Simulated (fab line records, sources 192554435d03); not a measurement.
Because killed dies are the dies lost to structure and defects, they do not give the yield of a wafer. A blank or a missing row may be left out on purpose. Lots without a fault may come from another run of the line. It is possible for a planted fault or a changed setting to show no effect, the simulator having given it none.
Chamber matching	flow n5 finfet	N5_HKMG_FIN_HK_ALD_01 on ald hk-03: 4 sister chambers
The step deposits HfO2, target thk 1.6 nm, pulse time 3 s, purge time 3 s. 4 wafers are shown with their chamber, then 9 later ones without.

## EACH WAFER AND ITS CHAMBER
wafer	chamber	precursor pulse height rel
L086.2	3	1.026
L088.1	1	0.988
L088.4	2	1.004
L088.6	0	1.003

## WAFERS WHOSE CHAMBER IS MISSING
wafer	precursor pulse height rel
L091.2	1.009
L091.4	0.995
L091.6	0.997
L092.2	1.019
L092.3	0.982
L092.5	0.997
L095.2	0.995
L095.3	1.015
L095.4	1.028

## EACH ONE'S CHAMBER
wafer	from the rows above	in truth
L091.2	can't be placed: 2 or 0 or 3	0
L091.4	can't be placed: 1 or 0 or 2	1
L091.6	can't be placed: 0 or 2 or 1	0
L092.2	can't be placed: 3 or 2 or 0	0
L092.3	1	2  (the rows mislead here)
L092.5	can't be placed: 0 or 2 or 1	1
L095.2	can't be placed: 1 or 0 or 2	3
L095.3	can't be placed: 2 or 3 or 0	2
L095.4	3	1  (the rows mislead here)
Correctly placed: 0 of 9. Unplaceable from these rows: 7, with the true chamber sitting among the candidates in 6. Number placed wrongly: 2.
How it was worked out, from the rows above alone: a wafer's distance from a chamber is the root of the sum, over the readings, of the square of ((its reading less the chamber's mean) divided by the reading's scatter). The wafer belongs to the nearest chamber; if the next one is less than 2 further off, it can't be placed. For every chamber, the mean is computed from those of its wafers that are shown. The scatter: root of mean squared gap, hidden wafer to nearest shown wafer, with one shown wafer a chamber.
